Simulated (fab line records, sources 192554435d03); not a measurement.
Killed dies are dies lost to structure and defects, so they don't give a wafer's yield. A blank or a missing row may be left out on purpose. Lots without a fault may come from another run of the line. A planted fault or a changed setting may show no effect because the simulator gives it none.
A struck lot beside a sound one | flow n5_finfet | 44 steps out of a route of 1938
Sound: wafers L639.2, L639.3, L639.5. Struck: wafers L638.1, L638.2, L638.6. The cause comes at the end.
At each step with rows: each side's tool, then ch and its chambers, then its first start. Under that, the readings that differ: sound wafers | struck wafers | difference of the means | sigmas: that difference in standard deviations of wafers without a fault.
alike: readings whose means differ by less than 2 such deviations, and words and numbers that are the same on both sides. not compared: withheld readings, readings that some wafer has no value for, bounds like >300 that may hide the same value, and numbers for which the record gives no deviation and whose values overlap.
The two part at a step that has a row with sigmas, a row that says differs or no value, or rows on one side only. Numbers that don't overlap but have no deviation are shown without sigmas and don't part them. A reading that every wafer of one side lacks parts them only if that side has two wafers or more.

N5_BEOL_M1_INSPECT_30: inspects for defects (brightfield).
  sound on defect_inspect-01, day 8 20:44; struck on defect_inspect-02, day 8 11:33
  alike: raw_defect_count
then, 10 steps without rows for these wafers: N5_BEOL_M1_DESCUM_33 (chemistry O2, time 7 s); N5_BEOL_M1_ETCH_77 (etches underlayer in N2/H2, target depth 6.5 nm, time 5.2 s); N5_BEOL_M1_ETCH_69 (etches SiARC in CF4, target depth 15.6 nm, time 26 s); N5_BEOL_M1_ALD_98 (deposits SiO2, target thk 2.5 nm, pulse time 1 s, co reactant pulse time 1 s); N5_BEOL_M1_ETCHBACK_99 (etches SiO2 in CHF3, target depth 5 nm, time 10.4 s); N5_BEOL_M1_ETCH_70 (etches SOC in N2/H2, target depth 80 nm, overetch 16 nm, time 120 s); N5_BEOL_M1_STRIP_71 (strips in N2/H2); N5_BEOL_M1_STRIP_78 (strips in N2/H2); N5_BEOL_M1_VIA_ETCH_34 (etches the open film in C4F6/O2, target depth 67.8 nm, time 64.4 s); N5_BEOL_M1_STRIP_83 (strips in C4F6/O2).
N5_BEOL_M1_STRIP_36: strips in N2/H2.
  sound on rie_diel-04 ch 0,3, day 9 05:29; struck on rie_diel-01 ch 1,2, day 8 14:08
  alike: drypump_motor_current_A, oes_product_au, power_w, rf_vpp_V, showerhead_plenum_p_Torr, throttle_valve_pct
  not compared: rf_hours_counter_h
N5_BEOL_M1_TRENCH_ETCH_37: etches SiOC in C4F6/O2, target depth 55.207 nm, time 29 s.
  sound on rie_diel-04 ch 0,3, day 9 05:31; struck on rie_diel-01 ch 1,2, day 8 14:10
  reading    | sound             | struck            | difference | sigmas
  bias_w (W) | 185.0 184.2 184.4 | 168.2 167.5 169.2 | -16.2      | -27
  alike: drypump_motor_current_A, oes_f_703_au, oes_product_au, rf_vpp_V, showerhead_plenum_p_Torr, throttle_valve_pct
  not compared: rf_hours_counter_h
N5_BEOL_M1_ETCH_41: etches SiCN in CH3F/O2, target depth 31.9 nm, time 57.8 s.
  sound on rie_diel-04 ch 0,3; struck on rie_diel-01 ch 1,2
  alike: bias_w, drypump_motor_current_A, oes_product_au, rf_vpp_V, showerhead_plenum_p_Torr, throttle_valve_pct
  not compared: rf_hours_counter_h
then, 1 step without rows for these wafers: N5_BEOL_M1_STRIP_97 (strips in N2/H2, time 10 s).
N5_BEOL_M1_OCD_MEAS_38:
  sound on ocd-01, day 9 05:41; struck on ocd-01, day 8 14:20
  reading              | sound          | struck         | difference | sigmas
  trench_depth_nm (nm) | 55.4 55.1 55.3 | 51.8 52.6 52.2 | -3.1       | -2
then, 4 steps without rows for these wafers: N5_BEOL_M1_HM_STRIP_39 (strips TiN in peroxide tin strip, target depth 25 nm, time 158 s); N5_BEOL_M1_SRD_40 (time 30 s); N5_BEOL_M1_PRECLEAN_42 (cleans in residue remover, time 60 s); N5_BEOL_M1_SRD_43 (time 30 s).
N5_BEOL_M1_CD_MEAS_35: target cd 18 nm, target cd y 21 nm.
  sound on cd_sem-01, day 9 05:50; struck on cd_sem-01, day 8 14:29
  alike: cd_nm
then, 10 steps without rows for these wafers: N5_BEOL_M1_DEGAS_44 (time 60 s); N5_BEOL_M1_PRE_CLEAN_45 (time 30 s); N5_BEOL_M1_ALD_84 (deposits TaN, pulse time 2 s, purge time 3 s, co reactant purge time 2 s); N5_BEOL_M1_SURFACE_TREAT_85; N5_BEOL_M1_CVD_47 (deposits Co from CCTBA/H2, target thk 3 nm, time 223.8 s); N5_BEOL_M1_SPUTTER_48 (material Cu, target thk 4.5 nm, time 8.29 s); N5_BEOL_M1_ANNEAL_49 (time 240 s); N5_BEOL_M1_SPUTTER_79 (material Cu, target thk 4.5 nm, time 8.29 s); N5_BEOL_M1_ANNEAL_80 (time 240 s); N5_BEOL_M1_SPUTTER_81 (material Cu, target thk 4.5 nm, time 8.29 s).
N5_BEOL_M1_ANNEAL_82: time 240 s.
  sound on pvd_sputter-03, day 9 07:20; struck on pvd_sputter-02, day 8 15:50
  alike: heater_power_w
then, 1 step without rows for these wafers: N5_BEOL_M1_SPUTTER_86 (material Cu, target thk 4.5 nm, time 8.29 s).
N5_BEOL_M1_ANNEAL_87: time 240 s.
  sound on pvd_sputter-03, day 9 07:34; struck on pvd_sputter-02, day 8 16:04
  alike: heater_power_w
then, 1 step without rows for these wafers: N5_BEOL_M1_SPUTTER_88 (material Cu, target thk 4.5 nm, time 8.29 s).
N5_BEOL_M1_ANNEAL_89: time 240 s.
  sound on pvd_sputter-03, day 9 07:47; struck on pvd_sputter-02, day 8 16:17
  alike: heater_power_w
then, 6 steps without rows for these wafers: N5_BEOL_M1_SPUTTER_90 (material Cu, target thk 4.5 nm, time 8.29 s); N5_BEOL_M1_ANNEAL_91 (time 240 s); N5_BEOL_M1_SPUTTER_92 (material Cu, target thk 4.5 nm, time 8.29 s); N5_BEOL_M1_ANNEAL_93 (time 240 s); N5_BEOL_M1_SPUTTER_94 (material Cu, target thk 4.5 nm, time 8.29 s); N5_BEOL_M1_ANNEAL_95 (time 240 s).
-- the record jumps here: 2 days lie between the struck wafers' starts before and after (it left off in module BEOL_M1 and takes up again in module BEOL_M4, whose first step shown is number 1111 of the route) --
N5_BEOL_M4_RC_MEAS_101:
  sound on prober-02 ch 0, day 11 12:56; struck on prober-01 ch 0, day 10 17:58
  alike: DIBL_N, DIBL_P, IOFF_N, IOFF_P, ION_N, ION_P, RS_NWELL, SS_N, SS_P, VT_N, VT_P
-- the record jumps here: 5 days lie between the struck wafers' starts before and after (it left off in module BEOL_M4 and takes up again in module PASSIVATION, whose first step shown is number 1936 of the route) --
N5_PASSIVATION_PROBE_49:
  sound on prober-01, day 15 15:38; struck on prober-02, day 15 09:25
  alike: defect_limited_yield, killed_at_M0_to_M3, killed_at_M4_up, killed_at_contacts, killed_at_front_end, killed_at_other, killed_dies, killed_on_rim, killed_open, killed_short, sort_bin_5_function, sort_bin_6_memory, sort_bin_8_speed, sort_n_pass, sort_yield_pct

WHERE THEY PART
First at N5_BEOL_M1_TRENCH_ETCH_37; last, within this record, at N5_BEOL_M1_OCD_MEAS_38. Later steps at which nothing parts them and some readings are alike: N5_BEOL_M1_CD_MEAS_35, N5_BEOL_M1_ANNEAL_82, N5_BEOL_M1_ANNEAL_87, N5_BEOL_M1_ANNEAL_89, N5_BEOL_M4_RC_MEAS_101, N5_PASSIVATION_PROBE_49.

WHY: what the simulator had put in
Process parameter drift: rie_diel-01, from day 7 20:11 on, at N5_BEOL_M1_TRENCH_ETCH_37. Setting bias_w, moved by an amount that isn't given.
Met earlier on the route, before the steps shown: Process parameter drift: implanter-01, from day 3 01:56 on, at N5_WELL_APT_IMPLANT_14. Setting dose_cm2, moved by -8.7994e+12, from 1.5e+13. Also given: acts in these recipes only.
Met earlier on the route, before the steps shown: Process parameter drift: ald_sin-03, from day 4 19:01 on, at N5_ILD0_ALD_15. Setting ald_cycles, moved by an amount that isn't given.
